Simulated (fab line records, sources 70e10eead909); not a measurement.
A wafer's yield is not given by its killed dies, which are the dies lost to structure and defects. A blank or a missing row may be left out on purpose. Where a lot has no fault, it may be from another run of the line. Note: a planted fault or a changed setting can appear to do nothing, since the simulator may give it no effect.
A lot that was struck, set against a sound lot | flow nand_harc | 21 steps out of a route of 1159
Sound: wafers L683.1, L683.2, L683.5. The struck wafers were L699.1, L699.5, L699.6. The cause comes at the end.
Order at every step that has rows: each side's tool, ch and its chambers, its first start. Under that, the readings that differ: sound wafers | struck wafers | difference of the means | sigmas: that difference in standard deviations of wafers without a fault.
alike: readings whose means differ by less than 2 such deviations, and words and numbers that are the same on both sides. not compared: withheld readings, readings that some wafer has no value for, bounds like >300 that may hide the same value, and numbers for which the record gives no deviation and whose values overlap.
A row with sigmas, a row that says differs or no value, or rows on one side alone: a step with any of these is where the two part. Numbers that don't overlap but have no deviation are shown without sigmas and don't part them. Lack of a reading on every wafer of one side parts them only where that side has two or more wafers.

NHARC_P_CONTACT_CMP_24: polishes, t overpolish 30 s, target thk 200 nm.
  sound on cmp-03 ch 0,2, day 6 22:23; struck on cmp-01 ch 1,2,3, day 10 10:42
  reading                | sound          | struck         | difference | sigmas
  time_to_endpoint_s (s) | 34.3 37.4 36.2 | 42.6 40.6 45.4 | +6.9       | +3
  alike: motor_current_A, overpolish_run_s
  not compared: pad_life_wafers
next, for these wafers, 1 step has no rows: NHARC_P_CONTACT_SRD_26.
NHARC_P_CONTACT_INSPECT_27:
  sound on defect_inspect-02, day 6 22:49; struck on defect_inspect-02, day 10 11:02
  alike: raw_defect_count
then, 8 steps without rows for these wafers: NHARC_P_M0_DEP_00 (deposits SiOC, target thk 150 nm); NHARC_P_M0_DEHYDRATE_01 (time 120 s); NHARC_P_M0_HMDS_02 (time 30 s); NHARC_P_M0_COAT_33 (time 65 s); NHARC_P_M0_COAT_03 (resist thk 90 nm); NHARC_P_M0_SOFTBAKE_04 (time 55 s); NHARC_P_M0_EBR_05; NHARC_P_M0_EXPOSE_06 (exposes mask P M0, target cd 90 nm).
NHARC_P_M0_PEB_07: peb time 65 s.
  sound on litho_track-01 ch 0, day 6 23:38; struck on litho_track-01 ch 0, day 10 11:44
  reading                  | sound             | struck            | difference | sigmas
  heater_power_total_W (W) | 156.7 157.0 157.0 | 168.4 168.2 168.1 | +11.3      | +26
then, 1 step without rows for these wafers: NHARC_P_M0_DEVELOP_08 (develop time 35 s).
NHARC_P_M0_CD_MEAS_09 targets a cd of 90 nm.
  sound on cd_sem-02 ch 0, day 6 23:43; struck on cd_sem-03 ch 0
  reading    | sound          | struck         | difference | sigmas
  cd_nm (nm) | 90.7 89.3 89.6 | 84.7 84.9 84.8 | -5.1       | -8
  not compared: hold
NHARC_P_M0_OVL_MEAS_10: pitch 180 nm.
  sound on overlay-01, day 6 23:49; struck on overlay-01, day 10 18:04
  reading | sound | struck                                                                     | difference                   | sigmas
  hold    | - - - | await_dispo/6.0h/release await_dispo/6.0h/release await_dispo/6.0h/release | no value on the sound wafers |
  alike: overlay_x_nm, overlay_y_nm
NHARC_P_M0_INSPECT_11:
  sound on defect_inspect-01, day 6 23:50; struck on defect_inspect-02, day 10 18:07
  alike: raw_defect_count
NHARC_P_M0_DESCUM_14: chemistry O2, time 3 s.
  sound on rie_diel-13 ch 0,1,2, day 6 23:55; struck on rie_diel-13 ch 0,2,3, day 10 18:11
  reading               | sound             | struck            | difference | sigmas
  model.P_M0.cd_nm (nm) | 90.87 89.54 89.91 | 85.07 84.74 84.76 | -5.25      |
  alike: drypump_motor_current_A, oes_product_au, rf_vpp_V, showerhead_plenum_p_Torr, throttle_valve_pct
  not compared: rf_hours_counter_h
NHARC_P_M0_ETCH_34: etches the open film in N2/H2, target depth 40 nm, overetch 12 nm, time 43.94 s.
  sound on rie_diel-13 ch 0,1,2, day 7 00:01; struck on rie_diel-13 ch 1,2,3, day 10 18:16
  alike: drypump_motor_current_A, oes_product_au, rf_vpp_V, showerhead_plenum_p_Torr, throttle_valve_pct
  not compared: rf_hours_counter_h
NHARC_P_M0_ETCH_15: etches the open film in C4F8/Ar, target depth 150 nm, overetch 15 nm, time 82.5 s.
  sound: rie_diel-13 ch 0,2; struck: rie_diel-13 ch 2,3
  reading               | sound             | struck            | difference | sigmas
  model.P_M0.cd_nm (nm) | 90.34 89.53 89.49 | 84.92 84.36 84.59 | -5.16      |
  alike: oes_product_au, rf_vpp_V
  not compared: rf_hours_counter_h
NHARC_P_M0_CD_MEAS_16:
  sound on cd_sem-03, day 7 00:15; struck on cd_sem-02, day 10 18:40
  reading    | sound          | struck         | difference | sigmas
  cd_nm (nm) | 90.0 89.1 89.7 | 84.6 84.1 84.7 | -5.1       | -6
  not compared: hold
-- jump in the record: it breaks off in module P_M0 and resumes in module END (first step shown: number 1159 of the route), and 14 days separate the struck wafers' starts before and after --
NHARC_END_SORT_01:
  at this point the record logs the struck wafers (prober-01 ch 0, day 25 00:11) and has no rows for the sound ones

== WHERE THEY PART ==
First at NHARC_P_CONTACT_CMP_24; last, within this record, at NHARC_END_SORT_01.

WHY: the cause the simulator had injected
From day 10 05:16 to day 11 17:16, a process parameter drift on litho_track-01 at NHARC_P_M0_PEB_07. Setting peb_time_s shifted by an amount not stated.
